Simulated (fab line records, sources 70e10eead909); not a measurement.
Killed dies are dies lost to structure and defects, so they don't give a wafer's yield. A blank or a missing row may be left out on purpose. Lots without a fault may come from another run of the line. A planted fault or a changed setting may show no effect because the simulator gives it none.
Problem report in the 8D (eight disciplines) form, filled by code | flow nand_harc | the parts of the form that need people (team, actions taken, sign-off) are left out

1. THE PROBLEM
heater_power_total_W at NHARC_P_CONTACT_SOFTBAKE_07 reads a mean of 222.50 W on 6 wafers of 2 lots; wafers without a fault read 188.46 W with a standard deviation of 0.14. That is +99 or more standard deviations from the usual mean.
The step: time 55 s.
First seen on wafer L212.3, day 12 04:00, on litho_track-04. The record holds 36 wafers of 12 lots with a number at this step. Rule for "out", or "out of limits": more than 4 standard deviations from the usual mean. The other wafers with a number count as sound.

2. WHAT IT IS AND WHAT IT IS NOT
question                    | is                     | is not
which readings at this step | heater_power_total_W   | -
which lots                  | L212, L216             | L197, L198, L201, L202, L203, L204, L205, L208, L209, L220
which wafers of those lots  | all that have a number | -
read on which tools         | litho_track-04         | litho_track-01, litho_track-06
when                        | from day 12 04:00      | up to then (27 sound wafers); but 3 sound wafers of L220 came after

3. SUSPECTS, AND WHAT RULES EACH OUT
Counting: a tool at a process step up to the reading stays a suspect if it ran every lot that is out and no sound lot after the first of them.
- rtp_anneal-01 at NHARC_P_GATE_RTA_64 (time 1 s): ruled out as a lasting fault. Sound lots L220 ran on it after its first lot that is out, L212 (day 12 01:50).
- litho_track-04 at NHARC_P_CONTACT_SOFTBAKE_07 (time 55 s): kept. It ran every lot that is out, first L212 (day 12 04:00), and no sound lot after that; its last sound lot up to then is L208 (day 10 08:00). Its own readings are out on those wafers: heater_power_total_W.
Left after counting: litho_track-04 at NHARC_P_CONTACT_SOFTBAKE_07.

4. THE CAUSE (what the simulator had put in)
Process parameter drift: litho_track-04, from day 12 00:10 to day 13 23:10, at NHARC_P_CONTACT_SOFTBAKE_07. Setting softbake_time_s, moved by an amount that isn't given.
Counting left only this tool.

5. THE CHAIN OF EFFECTS, in route order
Each row: a reading whose mean over the struck wafers that have a number lies more than 3 standard deviations from the usual. Only readings for which the record gives a usual standard deviation are gone through. hours: the time from each lot's start at the first step in this table that gives one to its start at this step, as a median over the lots. sigmas: the change in usual standard deviations.
hours | step                        | reading              | usual    | on struck wafers | change | sigmas
0     | NHARC_P_CONTACT_SOFTBAKE_07 | heater_power_total_W | 188.46 W | 222.50           | +34.04 | +99 or more
The process steps in it:
- NHARC_P_CONTACT_SOFTBAKE_07: time 55 s.
Later measuring or inspecting steps at which every struck wafer that the step has a row for has a number for every such reading, and none has moved that far: NHARC_END_SORT_01.

6. WHAT WOULD HAVE CAUGHT IT SOONER
In this record the first reading out of limits was taken at day 12 04:00, 4 hours after the fault began at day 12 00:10.
